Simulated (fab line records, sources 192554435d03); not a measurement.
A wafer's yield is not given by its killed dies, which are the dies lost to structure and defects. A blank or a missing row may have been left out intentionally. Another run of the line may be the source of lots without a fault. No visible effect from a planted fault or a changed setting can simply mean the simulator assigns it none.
fab line records ; flow n5Finfet
[record] lots = 9; wafers = 23; lastDay = 19
route steps=1938 shown FIN_SAQP@122 FIN_CUT@164 BEOL_M4@1111 PASSIVATION@1936
lots with no fault: from the same line, run without faults
startH: start of the lot's first displayed wafer, in hours after the record's first day ; waitH: how many hours have passed since the lot's step before this one ; " unchanged from the row above ; L1.1+2: one row covering several wafers at once ; - no value, or no start was given ; * or withheld: withheld ; < > ~ a bound
route shown NAME@n: NAME is a module with steps in the file, n the number in the route of the first one ; usual: mean and standard deviation over wafers with no fault ; same: alike in all rows ; chamber/n: place in a boat ; sites: readings site by site ; _std_site: how widely they spread, as a standard deviation ; _edge_site: outer sites' mean less inner sites' ; radiusMm: for every site, how far away it sits from the centre of the wafer ; mask NAME#n: copy n ; behind: tool/chamber where the wafer was last shaped ; hold: what put the lot on hold/how long, in hours/how the hold closed ; device: the transistor (n, p or np) that didn't switch ; end of line: tests run on the same wafers once the route is complete ; step lacking rows: just its recipe ; killed: the dies lost at the first sort to structure and to defects; this is not the yield of the wafer ; map: a wafer's dies, marking killed ones x, the rest . and places with no die _
set.NAME: the setting as run; set.NAME@STEP: as run at that earlier step ; model.NAME: the simulator's own value behind a step, which no gauge read
one table for each step of the route and one row for each wafer, over a sample of lots
services: the hour from which a tool's chamber was out of use, counted from the record's first day as startH (under 0 if before that day), plus the number of hours and why
[[steps]]
[step N5_FIN_SAQP_STRIP_23]
[recipe] chemistry = SPM; timeS = 750; tempC = 130; h2so4H2o2VolRatio = 4
[same] timeS = 750
lot.wafer;tool;chamber;startH;waitH
L847.3+4;wetBench-06;6,0;28.52;-
L848.1+5+6;wetBench-06;2,4,5;40.79;-
L849.1+5;wetBench-06;4,0;41.21;-
L855.1+2+5;wetBench-06;2,3,5;77.50;-
L856.2+4+6;wetBench-06;4,6,3;82.27;-
L857.3+5+6;wetBench-06;4,2,1;88.12;-
L860.1+4;wetBench-03;4,0;107.13;-
L868.3+5+6;wetBench-04;3,1,4;155.42;-
L869.1+4;wetBench-04;0,4;160.77;-
[step N5_FIN_SAQP_SPACER2_ETCHBACK_29]
[recipe] chemistry = CHF3/O2; mode = anisotropicEtchback; target = SiO2; targetDepthA = 122; timeS = 6.1; pressureMtorr = 30; sourceW = 650; biasW = 170; Ar_flow_sccm = 200; CHF3_flow_sccm = 50; O2_flow_sccm = 5; ionEnergyEv = 200
[usual] drypumpMotorCurrentA = 5.6/0.41; oesProductAu = 0.75/0.071; rfVppV = 524/13; showerheadPlenumPTorr = 2.42/0.065; throttleValvePct = 18.94/0.22
[same] timeS = 6.1
lot.wafer;tool;chamber;startH;waitH;drypumpMotorCurrentA;oesProductAu;rfHoursCounterH;rfVppV;showerheadPlenumPTorr;throttleValvePct
L847.3;rieDiel-04;1;31.54;0.2;5.7;0.81;124;525;2.44;19.06
L847.4;rieDiel-04;0;31.54;0.2;5.8;0.73;-;508;2.50;18.72
L848.1;rieDiel-04;3;43.71;0.2;6.0;0.71;218;549;2.46;19.11
L848.5;rieDiel-04;0;43.71;0.2;5.8;0.73;-;509;2.49;18.72
L848.6;rieDiel-04;3;43.71;0.2;6.0;0.71;-;548;2.46;19.11
L849.1;rieDiel-03;1;44.19;0.3;5.8;0.70;172;518;2.39;18.59
L849.5;rieDiel-03;1;44.19;0.3;5.8;0.70;-;518;2.39;18.59
L855.1;rieDiel-02;1;80.40;0.2;5.5;0.70;211;525;2.39;19.17
L855.2;rieDiel-02;2;80.40;0.2;5.2;0.81;85;516;2.52;18.59
L855.5;rieDiel-02;2;80.40;0.2;5.2;0.80;-;515;2.52;18.58
L856.2;rieDiel-02;1;87.18;0.2;5.5;0.71;213;526;2.39;19.18
L856.4;rieDiel-02;2;87.18;0.2;5.2;0.80;-;517;2.52;18.59
L856.6;rieDiel-02;3;87.18;0.2;5.7;0.70;-;518;2.38;18.94
L857.3;rieDiel-02;0;93.96;0.4;6.3;0.86;47;511;2.45;19.06
L857.5;rieDiel-02;2;93.96;0.4;5.2;0.80;-;515;2.52;18.57
L857.6;rieDiel-02;1;93.96;0.4;5.4;0.71;-;526;2.39;19.18
L860.1;rieDiel-04;0;110.31;0.2;5.8;0.70;185;507;2.49;18.76
L860.4;rieDiel-04;2;110.31;0.2;6.2;0.68;244;513;2.28;19.05
L868.3;rieDiel-04;1;158.45;0.2;5.7;0.76;173;523;2.42;19.13
L868.5;rieDiel-04;0;158.45;0.2;5.8;0.69;-;509;2.48;18.79
L868.6;rieDiel-04;1;158.45;0.2;5.7;0.77;-;524;2.42;19.14
L869.1;rieDiel-02;2;165.10;0.2;5.2;0.77;116;515;2.51;18.63
L869.4;rieDiel-02;3;165.10;0.2;5.7;0.99;2;516;2.37;18.59
[step N5_FIN_SAQP_STRIP_77]
[recipe] chemistry = N2/H2; timeS = 90; powerW = 100; tempC = 40; pressureMtorr = 100; rfFrequencyHz = 6e+07; biasPowerW = 3; n2FlowSccm = 300; h2FlowSccm = 300
[usual] biasPowerW = 2.999/0.0096; drypumpMotorCurrentA = 5.6/0.42; oesProductAu = 0.77/0.079; rfVppV = 45.3/0.81; showerheadPlenumPTorr = 3.38/0.1; throttleValvePct = 12.22/0.25
[same] timeS = 90
lot.wafer;tool;chamber;startH;waitH;biasPowerW;drypumpMotorCurrentA;oesProductAu;rfHoursCounterH;rfVppV;showerheadPlenumPTorr;throttleValvePct
L847.3;rieDiel-04;0;31.87;0.0;3.029;5.8;0.73;157;45.7;3.54;12.25
L847.4;rieDiel-04;3;31.87;0.0;2.997;6.0;0.72;-;44.6;3.50;12.57
L848.1;rieDiel-02;3;44.21;0.0;3.006;5.7;0.70;217;45.3;3.30;12.19
L848.5;rieDiel-02;1;44.21;0.0;2.981;5.5;0.73;-;43.8;3.38;12.58
L848.6;rieDiel-02;0;44.21;0.0;2.996;6.3;0.88;-;45.5;3.40;12.00
L849.1;rieDiel-02;2;44.52;0.0;3.001;5.2;0.82;71;45.6;3.53;11.86
L849.5;rieDiel-02;2;44.52;0.0;2.993;5.2;0.84;-;44.3;3.53;11.85
L855.1;rieDiel-02;3;80.77;0.0;3.002;5.7;0.69;231;44.7;3.30;12.23
L855.2;rieDiel-02;2;80.77;0.0;3.002;5.3;0.81;86;45.2;3.52;11.90
L855.5;rieDiel-02;1;80.77;0.0;2.993;5.5;0.72;-;46.2;3.37;12.62
L856.2;rieDiel-03;2;87.52;0.0;3.012;5.2;0.75;151;46.0;3.23;12.22
L856.4;rieDiel-03;3;87.52;0.0;2.993;4.9;0.69;237;45.9;3.19;12.49
L856.6;rieDiel-03;1;87.52;0.0;3.002;5.8;0.70;-;45.4;3.35;12.11
L857.3;rieDiel-02;0;94.29;0.0;3.007;6.4;0.86;47;45.9;3.40;12.04
L857.5;rieDiel-02;2;94.29;0.0;2.991;5.2;0.80;-;45.9;3.52;11.93
L857.6;rieDiel-02;3;94.29;0.0;3.010;5.7;0.69;-;45.9;3.29;12.23
L860.1;rieDiel-03;2;110.67;0.0;2.994;5.3;0.76;159;45.8;3.22;12.27
L860.4;rieDiel-03;1;110.67;0.0;2.999;5.9;0.70;196;45.5;3.35;12.12
L868.3;rieDiel-04;1;158.78;0.0;2.997;5.7;0.77;173;46.4;3.38;12.42
L868.5;rieDiel-04;1;158.78;0.0;3.005;5.7;0.77;-;44.2;3.38;12.42
L868.6;rieDiel-04;0;158.78;0.0;2.998;5.8;0.70;-;46.1;3.51;12.38
L869.1;rieDiel-02;1;165.44;0.0;3.011;5.5;0.69;242;44.2;3.35;12.67
L869.4;rieDiel-02;3;165.44;0.0;3.010;5.7;0.98;2;45.9;3.28;11.64
[step N5_FIN_SAQP_INSPECT_40]
[recipe] inspectInstrument = brightfield; mode = aei
[usual] rawDefectCount = 231/71
lot.wafer;tool;chamber;startH;waitH;rawDefectCount
L847.3;defectInspect-02;-;32.32;0.0;222
L847.4;defectInspect-02;-;32.32;0.0;264
L848.1;defectInspect-01;-;44.65;0.0;224
L848.5;defectInspect-01;-;44.65;0.0;178
L848.6;defectInspect-01;-;44.65;0.0;211
L849.1;defectInspect-01;-;44.97;0.0;153
L849.5;defectInspect-01;-;44.97;0.0;105
L855.1;defectInspect-01;-;81.22;0.0;799
L855.2;defectInspect-01;-;81.22;0.0;713
L855.5;defectInspect-01;-;81.22;0.0;847
L856.2;defectInspect-01;-;87.96;0.0;766
L856.4;defectInspect-01;-;87.96;0.0;672
L856.6;defectInspect-01;-;87.96;0.0;672
L857.3;defectInspect-01;-;94.75;0.0;648
L857.5;defectInspect-01;-;94.75;0.0;689
L857.6;defectInspect-01;-;94.75;0.0;624
L860.1;defectInspect-01;-;111.11;0.0;264
L860.4;defectInspect-01;-;111.11;0.0;182
L868.3;defectInspect-01;-;159.23;0.0;208
L868.5;defectInspect-01;-;159.23;0.0;110
L868.6;defectInspect-01;-;159.23;0.0;180
L869.1;defectInspect-02;-;165.89;0.0;228
L869.4;defectInspect-02;-;165.89;0.0;332
[step N5_FIN_CUT_OVL_MEAS_09]
[recipe] pointsPerWafer = 522
[usual] FIN_CUT_OVL = 0.1/0.57
[same] pointsPerWafer = 522
lot.wafer;tool;chamber;startH;waitH;FIN_CUT_OVL[nm]
L847.3;overlay-02;0;32.79;0.0;-0.3
L847.4;overlay-02;0;32.79;0.0;-0.4
L848.1;overlay-01;0;45.11;0.0;0.9
L848.5;overlay-01;0;45.11;0.0;-0.6
L848.6;overlay-01;0;45.11;0.0;0.6
L849.1;overlay-01;0;45.42;0.0;1.1
L849.5;overlay-01;0;45.42;0.0;0.6
L855.1;overlay-02;0;81.68;0.0;0.1
L855.2;overlay-02;0;81.68;0.0;0.7
L855.5;overlay-02;0;81.68;0.0;0.8
L856.2;overlay-02;0;88.30;0.0;-0.5
L856.4;overlay-02;0;88.30;0.0;0.4
L856.6;overlay-02;0;88.30;0.0;-0.1
L857.3;overlay-01;0;95.13;0.0;-0.6
L857.5;overlay-01;0;95.13;0.0;-0.4
L857.6;overlay-01;0;95.13;0.0;-0.1
L860.1;overlay-02;0;111.57;0.0;0.0
L860.4;overlay-02;0;111.57;0.0;0.4
L868.3;overlay-01;0;159.57;0.0;-0.4
L868.5;overlay-01;0;159.57;0.0;0.1
L868.6;overlay-01;0;159.57;0.0;-0.1
L869.1;overlay-02;0;166.34;0.0;0.5
L869.4;overlay-02;0;166.34;0.0;-0.6
[step N5_FIN_CUT_INSPECT_10]
[recipe] mode = adi; inspectInstrument = brightfield
[usual] rawDefectCount = 44/12
lot.wafer;tool;chamber;startH;waitH;rawDefectCount
L847.3;defectInspect-01;-;32.83;0.0;55
L847.4;defectInspect-01;-;32.83;0.0;49
L848.1;defectInspect-02;-;45.17;0.1;40
L848.5;defectInspect-02;-;45.17;0.1;44
L848.6;defectInspect-02;-;45.17;0.1;30
L849.1;defectInspect-02;-;45.48;0.1;23
L849.5;defectInspect-02;-;45.48;0.1;30
L855.1;defectInspect-01;-;81.74;0.1;512
L855.2;defectInspect-01;-;81.74;0.1;493
L855.5;defectInspect-01;-;81.74;0.1;518
L856.2;defectInspect-02;-;88.36;0.0;503
L856.4;defectInspect-02;-;88.36;0.0;485
L856.6;defectInspect-02;-;88.36;0.0;475
L857.3;defectInspect-01;-;95.18;0.0;459
L857.5;defectInspect-01;-;95.18;0.0;476
L857.6;defectInspect-01;-;95.18;0.0;476
L860.1;defectInspect-01;-;111.63;0.1;39
L860.4;defectInspect-01;-;111.63;0.1;50
L868.3;defectInspect-01;-;159.62;0.0;34
L868.5;defectInspect-01;-;159.62;0.0;23
L868.6;defectInspect-01;-;159.62;0.0;49
L869.1;defectInspect-02;-;166.40;0.1;36
L869.4;defectInspect-02;-;166.40;0.1;56
[step N5_FIN_CUT_INSPECT_17]
[recipe] inspectInstrument = brightfield; mode = aei
[usual] rawDefectCount = 234/70
lot.wafer;tool;chamber;startH;waitH;rawDefectCount
L847.3;defectInspect-02;-;34.14;0.0;226
L847.4;defectInspect-02;-;34.14;0.0;255
L848.1;defectInspect-02;-;46.21;0.0;229
L848.5;defectInspect-02;-;46.21;0.0;180
L848.6;defectInspect-02;-;46.21;0.0;209
L849.1;defectInspect-01;-;46.63;0.0;163
L849.5;defectInspect-01;-;46.63;0.0;117
L855.1;defectInspect-02;-;84.26;0.0;812
L855.2;defectInspect-02;-;84.26;0.0;716
L855.5;defectInspect-02;-;84.26;0.0;853
L856.2;defectInspect-02;-;89.57;0.0;768
L856.4;defectInspect-02;-;89.57;0.0;684
L856.6;defectInspect-02;-;89.57;0.0;671
L857.3;defectInspect-02;-;96.45;0.0;673
L857.5;defectInspect-02;-;96.45;0.0;687
L857.6;defectInspect-02;-;96.45;0.0;638
L860.1;defectInspect-01;-;112.90;0.0;244
L860.4;defectInspect-01;-;112.90;0.0;186
L868.3;defectInspect-02;-;160.99;0.0;217
L868.5;defectInspect-02;-;160.99;0.0;122
L868.6;defectInspect-02;-;160.99;0.0;195
L869.1;defectInspect-02;-;167.41;0.0;233
L869.4;defectInspect-02;-;167.41;0.0;310
[step N5_BEOL_M4_RC_MEAS_101]
[usual] DIBL_N = 36.4/2.2; DIBL_P = 36.3/2.5; IOFF_N = 0.17/0.052; IOFF_P = 0.23/0.049; ION_N = 674/17; ION_P = 464/11; SS_N = 71.7/0.98; SS_P = 73.3/0.84; VT_N = 250/4; VT_P = -249/3.8
lot.wafer;tool;chamber;startH;waitH;DIBL_N[mV/V];DIBL_P[mV/V];IOFF_N[nA/um];IOFF_P[nA/um];ION_N[uA/um];ION_P[uA/um];SS_N[mV/dec];SS_P[mV/dec];VT_N[mV];VT_P[mV]
L847.3;prober-01;0;186.41;0.3;36.5;36.3;0.15;0.22;686;466;71.0;72.7;247;-249
L847.4;prober-01;0;186.41;0.3;34.8;33.8;0.11;0.18;627;440;71.2;73.0;259;-257
L849.1;prober-02;0;228.12;0.0;37.2;36.4;0.19;0.25;657;448;73.0;74.4;248;-247
L849.5;prober-02;0;228.12;0.0;38.7;39.8;0.22;0.33;654;455;72.3;75.3;247;-245
L848.1;prober-02;0;239.10;0.0;37.6;38.8;0.21;0.33;691;477;71.3;73.8;246;-242
L848.5;prober-02;0;239.10;0.0;36.1;35.6;0.16;0.25;686;481;71.6;73.1;251;-244
L848.6;prober-02;0;239.10;0.0;33.2;33.2;0.12;0.21;656;464;70.8;72.4;256;-247
L855.1;prober-01;0;242.72;0.0;41.1;40.1;0.28;0.34;689;468;73.3;74.4;242;-240
L855.2;prober-01;0;242.72;0.0;36.0;35.0;0.16;0.24;667;465;70.9;72.9;248;-247
L855.5;prober-01;0;242.72;0.0;35.1;33.7;0.13;0.20;650;453;71.6;72.8;251;-249
L856.2;prober-02;0;272.13;0.2;33.8;34.2;0.12;0.18;657;453;70.8;72.6;255;-254
L856.4;prober-02;0;272.13;0.2;37.0;38.3;0.16;0.22;667;456;72.2;73.7;250;-252
L856.6;prober-02;0;272.13;0.2;39.7;41.5;0.21;0.29;683;467;72.6;74.8;245;-247
L857.3;prober-01;0;275.87;0.3;38.0;38.4;0.17;0.23;644;438;72.0;74.0;250;-252
L857.5;prober-01;0;275.87;0.3;33.3;34.2;0.11;0.17;671;460;70.8;72.1;256;-255
L857.6;prober-01;0;275.87;0.3;38.1;39.3;0.19;0.25;682;470;71.5;73.1;245;-251
L860.1;prober-01;0;277.38;0.0;35.7;34.5;0.13;0.21;649;452;70.9;73.4;254;-249
L860.4;prober-01;0;277.38;0.0;37.0;36.6;0.17;0.26;680;468;71.5;73.4;246;-246
L868.3;prober-01;0;348.84;0.3;35.3;35.1;0.15;0.21;679;470;71.6;73.5;252;-248
L868.5;prober-01;0;348.84;0.3;37.2;37.3;0.19;0.24;687;470;71.8;73.9;247;-249
L868.6;prober-01;0;348.84;0.3;32.0;30.7;0.11;0.16;676;470;69.8;72.2;255;-253
L869.1;prober-01;0;349.46;0.7;33.5;34.5;0.12;0.19;652;459;71.2;72.9;255;-249
L869.4;prober-01;0;349.46;0.7;34.1;34.9;0.14;0.20;674;470;70.4;71.8;248;-249
[step N5_PASSIVATION_PROBE_49]
[usual] defectLimitedYield = 91.2/1.4; killed_at_M0_to_M3 = 34/9.3; killed_at_M4_up = 14/5.9; killedAtContacts = 14/5.7; killedAtFrontEnd = 38/10; killedAtOther = 4/3.2; killedDies = 104/17; killedOpen = 67/13; killedShort = 33/6.9; sort_bin_5_function = 5.2/1; sort_bin_6_memory = 3.3/0.61; sort_bin_8_speed = 0.3/1.8; sortNPass = 1069/52
[same] grossDies = 1180; killedAtBackSide = 0; sort_bin_4_leakage[%] = 0
lot.wafer;tool;chamber;startH;waitH;defectLimitedYield[%];killed_at_M0_to_M3;killed_at_M4_up;killedAtContacts;killedAtFrontEnd;killedAtOther;killedDies;killedOpen;killedShort;sort_bin_5_function[%];sort_bin_6_memory[%];sort_bin_8_speed[%];sortNPass
L855.1;prober-01;-;350.39;0.9;83.3;40;3;8;146;0;197;51;35;9.8;4.7;0.2;982
L855.2;prober-01;-;350.44;1.0;80.4;36;22;14;156;3;231;83;32;12.5;4.7;0;949
L855.5;prober-01;-;350.59;1.1;83.7;38;8;21;124;1;192;68;34;10.8;3.8;0;988
L856.2;prober-01;-;376.28;0.1;84.7;25;21;19;115;1;181;69;25;10.3;3.4;0;999
L856.4;prober-01;-;376.38;0.2;82.3;21;12;11;153;12;209;50;27;11.7;3.6;0;971
L856.6;prober-01;-;376.48;0.3;81.4;40;15;16;146;2;219;69;33;11.9;4.7;0;961
L857.3;prober-02;-;385.23;0.1;83.9;22;14;30;120;4;190;66;25;10.8;3.6;0.3;987
L857.5;prober-02;-;385.33;0.2;83.7;24;12;15;135;6;192;52;27;9.9;4.4;0;988
L857.6;prober-02;-;385.38;0.3;81.9;36;12;16;146;3;213;63;28;11.5;5.1;0;967
// killed by level:class
L855.1 FIN_SAQP:unspecified=106 BEOL_M0_SAQP:geometricParticle:short=14 BEOL_M0_SAQP:geometricParticle:open=11 BEOL_M2:geometricParticle:open=9 STI_FIN_REVEAL:geometricParticle:open=8 FIN_SAQP:geometricParticle:short=7 MOL_CONTACT_COAG:geometricParticle:open=6 STARTING-WAFER:geometricParticle:short=5
L855.2 FIN_SAQP:unspecified=113 BEOL_M0_SAQP:geometricParticle:open=14 BEOL_M4:geometricParticle:open=14 MOL_CONTACT_COAG:geometricParticle:open=12 STI_FIN_REVEAL:geometricParticle:open=9 BEOL_M0_SAQP:geometricParticle:short=7 BEOL_M2:geometricParticle:open=7 FIN_SAQP:geometricParticle:open=6
L855.5 FIN_SAQP:unspecified=86 MOL_CONTACT_COAG:geometricParticle:open=18 BEOL_M0_SAQP:geometricParticle:short=15 STI_FIN_REVEAL:geometricParticle:open=12 BEOL_M0_SAQP:geometricParticle:open=8 BEOL_M4:geometricParticle:open=8 FIN_SAQP:geometricParticle:short=6 STARTING-WAFER:geometricParticle:open=5
L856.2 FIN_SAQP:unspecified=77 MOL_CONTACT_COAG:geometricParticle:open=16 BEOL_M2:geometricParticle:open=9 BEOL_M4:geometricParticle:open=8 SD_EPI_N:areaEtch=7 STI_FIN_REVEAL:geometricParticle:open=6 FIN_SAQP:geometricParticle:short=5 BEOL_M3:geometricParticle:open=5
L856.4 FIN_SAQP:unspecified=121 PASSIVATION:areaEtch=10 DUMMY_GATE:geometricParticle:open=7 MOL_CONTACT_COAG:geometricParticle:open=7 BEOL_M2:geometricParticle:open=7 ILD0:geometricParticle:short=6 BEOL_M4:geometricParticle:open=6 FIN_SAQP:geometricParticle:short=5
L856.6 FIN_SAQP:unspecified=115 MOL_CONTACT_COAG:geometricParticle:open=12 BEOL_M2:geometricParticle:open=12 BEOL_M0_SAQP:geometricParticle:open=8 BEOL_M3:geometricParticle:open=8 ILD0:geometricParticle:short=7 FIN_SAQP:geometricParticle:open=6 BEOL_M4:geometricParticle:open=6
L857.3 FIN_SAQP:unspecified=80 MOL_CONTACT_COAG:geometricParticle:open=20 SDB:areaEtch=13 DUMMY_GATE:geometricParticle:open=6 MOL_CONTACT_COAG:geometricParticle:short=5 BEOL_M0_SAQP:geometricParticle:open=5 MOL_CONTACT_COAG:areaEtch=5 BEOL_M2:geometricParticle:open=4
L857.5 FIN_SAQP:unspecified=107 MOL_CONTACT_COAG:geometricParticle:open=13 STARTING-WAFER:geometricParticle:open=7 BEOL_M0_SAQP:geometricParticle:short=5 BEOL_M2:geometricParticle:open=5 DUMMY_GATE:geometricParticle:open=4 BEOL_M0_SAQP:geometricParticle:open=4 BEOL_M3:geometricParticle:open=4
L857.6 FIN_SAQP:unspecified=119 MOL_CONTACT_COAG:geometricParticle:open=11 BEOL_M3:geometricParticle:open=9 BEOL_M0_SAQP:geometricParticle:short=8 BEOL_M2:geometricParticle:open=8 FIN_SAQP:geometricParticle:open=7 MOL_CONTACT_COAG:geometricParticle:short=5 GATE_CUT:geometricParticle:open=4
[[services]]
tool;chamber;startH;hours;kind
rieDiel-04;1;5.33;8.7;repair
rieDiel-03;0;40.31;-;clean
rieDiel-03;0;40.31;-;consumableReplace:focusRing
rieDiel-04;3;41.59;1.3;repair
rieDiel-03;3;45.61;4.3;repair
rieDiel-02;1;52.92;1.5;repair
rieDiel-04;0;57.66;4.1;repair
rieDiel-02;0;73.23;5.6;repair
rieDiel-02;0;82.78;5.5;repair
rieDiel-04;0;98.94;4.2;repair
rieDiel-04;3;118.34;-;clean
rieDiel-04;3;118.34;-;consumableReplace:focusRing
rieDiel-04;3;118.34;17.5;scheduledDown
rieDiel-04;3;118.34;17.5;ventCycle
rieDiel-04;2;135.83;-;clean
rieDiel-04;2;135.83;-;consumableReplace:focusRing
rieDiel-04;2;135.83;-;consumableReplace:showerhead
rieDiel-04;2;135.83;27.6;scheduledDown
rieDiel-04;2;135.83;27.6;ventCycle
rieDiel-02;3;140.88;-;clean
rieDiel-02;3;140.88;-;consumableReplace:focusRing
rieDiel-02;3;140.88;17.4;scheduledDown
rieDiel-02;3;140.88;17.4;ventCycle
rieDiel-04;0;148.13;4.3;repair
[[key]]
[firstSign] step = N5_FIN_SAQP_INSPECT_40; reading = rawDefectCount; direction = up; sigmas = 6.8; usual = 231; struck = 714
[effect] step = N5_FIN_CUT_INSPECT_10; reading = rawDefectCount; direction = up; sigmas = 37; usual = 44; struck = 489
[effect] step = N5_FIN_CUT_INSPECT_17; reading = rawDefectCount; direction = up; sigmas = 7; usual = 234; struck = 722
[effect] step = N5_PASSIVATION_PROBE_49; reading = killedAtFrontEnd; direction = up; sigmas = 9.5; usual = 38; struck = 138
[moreKillsBornAt] N5_FIN_SAQP_STRIP_23@wetBench-06 = 924
metAt N5_FIN_SAQP_STRIP_23
struckLots L855,L856,L857
[baselineLoss] step = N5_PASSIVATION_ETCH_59; wafers = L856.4
[baselineLoss] step = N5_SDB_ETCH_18; wafers = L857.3
notActingAt N5_FIN_SAQP_SPACER2_ETCHBACK_29,N5_FIN_SAQP_STRIP_77,N5_FIN_CUT_OVL_MEAS_09
onsetBetween 41.21 77.50
[fault] kind = chamberParticleSource; tool = wetBench-06; chamber = -; onsetH = 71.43; steps = N5_FIN_SAQP_STRIP_23; ratePerVisitCm2 = 0.6593; endH = 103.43
// baselineLoss: these wafers lose ten dies or more at that step, a loss of the line's own and not of a fault; the sort's usual values leave them out
